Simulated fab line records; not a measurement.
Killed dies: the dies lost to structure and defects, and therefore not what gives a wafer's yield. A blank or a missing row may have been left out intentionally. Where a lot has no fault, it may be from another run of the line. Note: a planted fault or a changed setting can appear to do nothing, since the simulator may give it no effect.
Code-filled problem report in 8D (eight disciplines) form || flow n5-finfet || the parts of the form that need people (team, actions taken, sign-off) are left out

== 1. WHAT WENT WRONG ==
Mean of run-length-s at N5_BEOL_M5_COAT_60: 62.59 s over 2 wafers from 1 lot, against 66.15 s (standard deviation 0.1) on wafers with no fault. That is -36 standard deviations from the usual mean.
The step: time 60 s, resist thk 12 nm.
Seen first at day 13 13:47 on litho-track-04, wafer L906.3. The record holds 36 wafers of 12 lots with a number at this step. By rule, "out" or "out of limits" means more than 4 standard deviations away from the usual mean. The rest of the wafers with a number are treated as sound.

== 2. WHAT IT IS; WHAT IT IS NOT ==
{"question": "which readings at this step", "is": "run-length-s, heater-power-total-W", "is not": "-"}
{"question": "which lots", "is": "L906", "is not": "L887, L891, L892, L894, L896, L897, L898, L900, L901, L902, L908"}
{"question": "which wafers of those lots", "is": "L906.3, L906.4", "is not": "L906.1"}
{"question": "read on which tools", "is": "litho-track-04", "is not": "litho-track-03, litho-track-05"}
{"question": "when", "is": "from day 13 13:47", "is not": "up to then (31 sound wafers); but 3 sound wafers of L908 came after"}

== 3. THE SUSPECTS, EACH WITH WHAT RULES IT OUT ==
Counting: if a tool at a process step up to the reading ran every lot that is out, it stays a suspect. Sound lots after the first of them don't rule it out here, since some wafers of a struck lot are sound.
- pvd-sputter-01 at N5_BEOL_M4_ANNEAL_89 (time 240 s): kept. L906, the lot that is out, went through it at day 13 09:55; up to then, the latest sound lot through it was L902 at day 12 13:22.
- pvd-sputter-01 at N5_BEOL_M4_SPUTTER_92 (material Cu, target thk 4.5 nm, time 8.29 s): kept. L906, the lot that is out, went through it at day 13 10:16; up to then, the latest sound lot through it was L902 at day 12 13:43.
- litho-track-04 at N5_BEOL_M5_COAT_60 (time 60 s, resist thk 12 nm): kept. L906, the lot that is out, went through it at day 13 13:47; up to then, the latest sound lot through it was L901 at day 12 14:58. On those wafers its own readings are out: heater-power-total-W, run-length-s.
pvd-sputter-01 at N5_BEOL_M4_ANNEAL_89, pvd-sputter-01 at N5_BEOL_M4_SPUTTER_92 and litho-track-04 at N5_BEOL_M5_COAT_60 are what is left after counting.

== 4. THE CAUSE (what the simulator had put in) ==
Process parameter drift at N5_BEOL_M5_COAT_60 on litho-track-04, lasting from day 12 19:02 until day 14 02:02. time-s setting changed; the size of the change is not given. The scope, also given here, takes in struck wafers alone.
Counting leaves 3 suspects; this tool is one of them.

== 5. SEQUENCE OF EFFECTS, ordered by route ==
One row per reading whose mean, taken over the struck wafers that have a number, lies over 3 standard deviations from the usual. Only readings whose record carries a usual standard deviation are examined. hours: median over the lots of the time between each lot's start at the first step of this table that gives one and its start at this step. sigmas: the change, counted in usual standard deviations.
{"hours": 0, "step": "N5_BEOL_M5_COAT_60", "reading": "heater-power-total-W", "usual": "427.1 W", "on struck wafers": 441.6, "change": "+14.5", "sigmas": "+6.9"}
{"hours": 0, "step": "N5_BEOL_M5_COAT_60", "reading": "run-length-s", "usual": "66.15 s", "on struck wafers": 62.59, "change": -3.56, "sigmas": -36}
Its process steps:
- N5_BEOL_M5_COAT_60: time 60 s, resist thk 12 nm.
Readings that are blank on the struck wafers while sound wafers have them: plate-temp-C at N5_BEOL_M5_COAT_60.
At these later measuring or inspecting steps, every struck wafer for which the step has a row has a number for every such reading, and none has moved that far: N5_BEOL_M5_CD_MEAS_11.

== 6. WHAT WOULD HAVE CAUGHT IT SOONER ==
In this record the first reading out of limits was taken at day 13 13:47, 19 hours after the fault began at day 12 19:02.
